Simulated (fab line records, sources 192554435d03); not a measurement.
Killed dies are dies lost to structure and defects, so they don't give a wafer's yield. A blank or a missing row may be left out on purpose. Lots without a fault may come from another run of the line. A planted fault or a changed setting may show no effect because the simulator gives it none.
A struck lot beside a sound one | flow n5_finfet | 16 steps out of a route of 1938
Sound: wafers L289.2, L289.5, L289.6. Struck: wafers L302.2, L302.3. The cause comes at the end.
At each step with rows: each side's tool, then ch and its chambers, then its first start. Under that, the readings that differ: sound wafers | struck wafers | difference of the means | sigmas: that difference in standard deviations of wafers without a fault.
alike: readings whose means differ by less than 2 such deviations, and words and numbers that are the same on both sides. not compared: withheld readings, readings that some wafer has no value for, bounds like >300 that may hide the same value, and numbers for which the record gives no deviation and whose values overlap.
The two part at a step that has a row with sigmas, a row that says differs or no value, or rows on one side only. Numbers that don't overlap but have no deviation are shown without sigmas and don't part them. A reading that every wafer of one side lacks parts them only if that side has two wafers or more.

first, 8 steps without rows for these wafers: N5_BEOL_M2_COAT_68 (time 60 s, resist thk 12 nm); N5_BEOL_M2_COAT_76 (time 60 s, resist thk 5 nm); N5_BEOL_M2_COAT_22 (resist thk 30 nm); N5_BEOL_M2_EBR_24; N5_BEOL_M2_SOFTBAKE_23 (time 60 s); N5_BEOL_M2_EXPOSE_25 (exposes mask V1, defocus 5 nm); N5_BEOL_M2_PEB_26 (peb time 60 s); N5_BEOL_M2_DEVELOP_27 (develop time 30 s).
N5_BEOL_M2_CD_MEAS_28: target cd 26.2 nm, target cd y 24.1 nm.
  sound on cd_sem-02 ch 0, day 7 16:22; struck on cd_sem-02 ch 0, day 10 23:14
  alike: cd_nm
N5_BEOL_M2_OVL_MEAS_29:
  sound on overlay-01 ch 0, day 7 16:23; struck on overlay-01 ch 0, day 10 23:16
  alike: V1_OVL
N5_BEOL_M2_INSPECT_30: inspects for defects (brightfield).
  sound on defect_inspect-01, day 7 16:27; struck on defect_inspect-02, day 10 23:19
  alike: raw_defect_count
N5_BEOL_M2_DESCUM_33: chemistry O2, time 7 s.
  sound on rie_diel-05 ch 0,3, day 7 16:40; struck on rie_diel-05 ch 2,3, day 10 23:32
  alike: drypump_motor_current_A, oes_product_au, rf_vpp_V, showerhead_plenum_p_Torr, throttle_valve_pct
  not compared: rf_hours_counter_h
N5_BEOL_M2_ETCH_77: etches underlayer in N2/H2, target depth 6.5 nm, time 5.2 s.
  sound on rie_diel-05 ch 0,3, day 7 16:43; struck on rie_diel-05 ch 2,3, day 10 23:34
  reading               | sound          | struck    | difference | sigmas
  etch_rf_on_time_s (s) | 5.28 5.31 5.09 | 3.55 3.72 | -1.59      | -14
  alike: drypump_motor_current_A, oes_product_au, rf_vpp_V, showerhead_plenum_p_Torr, throttle_valve_pct
  not compared: rf_hours_counter_h
N5_BEOL_M2_ETCH_69: etches SiARC in CF4, target depth 15.6 nm, time 26 s.
  sound on rie_diel-05 ch 0,3, day 7 16:43; struck on rie_diel-05 ch 2,3, day 10 23:35
  alike: drypump_motor_current_A, etch_rf_on_time_s, oes_product_au, rf_vpp_V, showerhead_plenum_p_Torr, throttle_valve_pct
  not compared: rf_hours_counter_h
-- the record jumps here: 2 days lie between the struck wafers' starts before and after (it left off in module BEOL_M2 and takes up again in module BEOL_M4, whose first step shown is number 1111 of the route) --
N5_BEOL_M4_RC_MEAS_101:
  sound on prober-01 ch 0, day 10 03:22; struck on prober-02 ch 0, day 13 04:00
  alike: DIBL_N, DIBL_P, IOFF_N, IOFF_P, ION_N, ION_P, SS_N, SS_P, VT_N, VT_P
-- the record jumps here: 4 days lie between the struck wafers' starts before and after (it left off in module BEOL_M4 and takes up again in module PASSIVATION, whose first step shown is number 1936 of the route) --
N5_PASSIVATION_PROBE_49:
  sound on prober-01, day 14 19:34; struck on prober-02, day 17 10:05
  alike: defect_limited_yield, killed_at_M0_to_M3, killed_at_M4_up, killed_at_contacts, killed_at_front_end, killed_at_other, killed_dies, killed_open, killed_short, sort_bin_5_function, sort_bin_6_memory, sort_bin_8_speed, sort_n_pass, sort_yield_pct

WHERE THEY PART
Only at N5_BEOL_M2_ETCH_77, within this record. Later steps at which nothing parts them and some readings are alike: N5_BEOL_M2_ETCH_69, N5_BEOL_M4_RC_MEAS_101, N5_PASSIVATION_PROBE_49.

WHY: what the simulator had put in
Process parameter drift: rie_diel-05, from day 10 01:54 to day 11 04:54, at N5_BEOL_M2_ETCH_77. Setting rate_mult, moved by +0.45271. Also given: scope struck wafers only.
